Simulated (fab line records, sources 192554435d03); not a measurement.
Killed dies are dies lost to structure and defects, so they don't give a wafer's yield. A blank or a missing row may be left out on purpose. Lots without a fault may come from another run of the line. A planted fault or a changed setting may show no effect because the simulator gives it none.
Split-lot experiment | flow n5_finfet | 7 lots, 21 wafers read, on a route of 1938 steps

THE SPLIT
At N5_BEOL_M0_SAQP_SPACER1_ALD_98 (deposits SiO2, target thk 12.8 nm, pulse time 1 s, purge time 2 s), the setting ald_cycles was moved away from the recipe's 138 on 6 of the 21 wafers read, by -14.5% to +13.8%. The other wafers ran this setting at the recipe's value.

FROM THE SPLIT TO THE READING: what the file shows between them, 2 steps
- N5_BEOL_M0_SAQP_SPACER1_ETCHBACK_99: etches SiO2 in CHF3/O2, target depth 15.4 nm, time 7.7 s
- N5_BEOL_M0_SAQP_MANDREL1_REMOVE_100: chemistry HBr/Cl2/O2, target a-Si, stops on SiNx, bt time 10 s

THE READING
cd_nm, in nm, at N5_BEOL_M0_SAQP_CD_MEAS_25 (target cd 13.1 nm). Fault-free wafers of this fab line usually give 12.77 nm, standard deviation 0.23 nm.

wafer  | tool, chamber at the split | ald_cycles as run | against the recipe | cd_nm, nm | against lot-mates on the recipe
L074.2 | ald_sin-04, 2,1            | 138               | recipe             | 12.81     | -
L074.3 | ald_sin-04, 3              | 150               | +8.7%              | 13.66     | +0.96
L074.5 | ald_sin-04, 2,1            | 138               | recipe             | 12.60     | -
L081.1 | ald_sin-04, 1,0,3          | 138               | recipe             | 12.63     | -
L081.2 | ald_sin-04, 1,0,3          | 138               | recipe             | 12.68     | -
L081.4 | ald_sin-04, 1,0,3          | 138               | recipe             | 12.71     | -
L086.3 | ald_sin-04, 0,3            | 138               | recipe             | 12.73     | -
L086.5 | ald_sin-04, 0,3            | 138               | recipe             | 13.00     | -
L086.6 | ald_sin-04, 2              | 157               | +13.8%             | 14.63     | +1.77
L087.3 | ald_sin-01, 0              | 138               | recipe             | 13.17     | -
L087.4 | ald_sin-01, 1,3            | 118               | -14.5%             | 11.38     | -1.79
L087.5 | ald_sin-01, 1,3            | 118               | -14.5%             | 11.10     | -2.07
L089.3 | ald_sin-01, 2              | 138               | recipe             | 12.65     | -
L089.4 | ald_sin-01, 0              | 146               | +5.8%              | 13.18     | +0.50
L089.6 | ald_sin-01, 3              | 138               | recipe             | 12.71     | -
L090.2 | ald_sin-03, 2,1,0          | 138               | recipe             | 12.65     | -
L090.3 | ald_sin-03, 2,1,0          | 138               | recipe             | 12.81     | -
L090.6 | ald_sin-03, 2,1,0          | 138               | recipe             | 12.90     | -
L093.3 | ald_sin-01, 2              | 128               | -7.2%              | 11.62     | -1.15
L093.4 | ald_sin-01, 1,2            | 138               | recipe             | 13.15     | -
L093.6 | ald_sin-01, 1,2            | 138               | recipe             | 12.38     | -
Where a row lists several chambers, the file gives one row for several wafers and doesn't say which wafer went through which chamber.

THE FIT
A straight line over all 21 wafers: cd_nm changes by +0.115 nm for each +1% of ald_cycles; r = +0.96; the points scatter about the line by 0.22 nm.
The same after taking each lot's own level away (the mean of its wafers on the recipe; 21 wafers): +0.129 nm for each +1%; r = +0.98; scatter 0.17 nm.
On that fit, the largest move of ald_cycles shifts the reading by 1.9 nm.
The lots' own levels span 12.673 to 13.170 nm, that is 2.2 times the standard deviation above.
So the lot-to-lot level changes the slope: the two fits differ.
Check: with one of the wafers moved furthest among these (-14.5%) left out of the fit, the line predicts -1.96 nm for it against its lot-mates. It came out at -1.79 nm against them.

OTHER SPLITS ON THESE WAFERS
These wafers also went through other splits before the reading. Each is held against what the fit with the lots' levels taken away leaves over:
other split on the same wafers  | wafers away from the commonest value | r with cd_nm (lot level and that fit taken away)
N5_BEOL_M0_SAQP_PECVD_04 time_s | 6                                    | -0.11

THE WHOLE CHAIN: every reading that the file lists as answering this split, in the file's order
step                                | what it does                                                      | reading                                                                                     | change (the file's fit)               | r (the file's)
N5_BEOL_M0_SAQP_SPACER1_ALD_98      | deposits SiO2, target thk 12.8 nm, pulse time 1 s, purge time 2 s | SiO2_of_BEOL_M0_SAQP_SPACER1_ALD_98.thk_nm (the simulator's own value, which no gauge read) | +0.131 nm for each +1% of the setting | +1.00
N5_BEOL_M0_SAQP_MANDREL1_REMOVE_100 | chemistry HBr/Cl2/O2, target a-Si, stops on SiNx, bt time 10 s    | BEOL_M0_SAQP.cd_nm (the simulator's own value, which no gauge read)                         | +0.127 nm for each +1% of the setting | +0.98
N5_BEOL_M0_SAQP_CD_MEAS_25          | target cd 13.1 nm                                                 | cd_nm                                                                                       | +0.128 nm for each +1% of the setting | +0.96

THE FILE'S OWN FIT
cd_nm changes by +0.128 nm for each +1% of ald_cycles, r = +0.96.
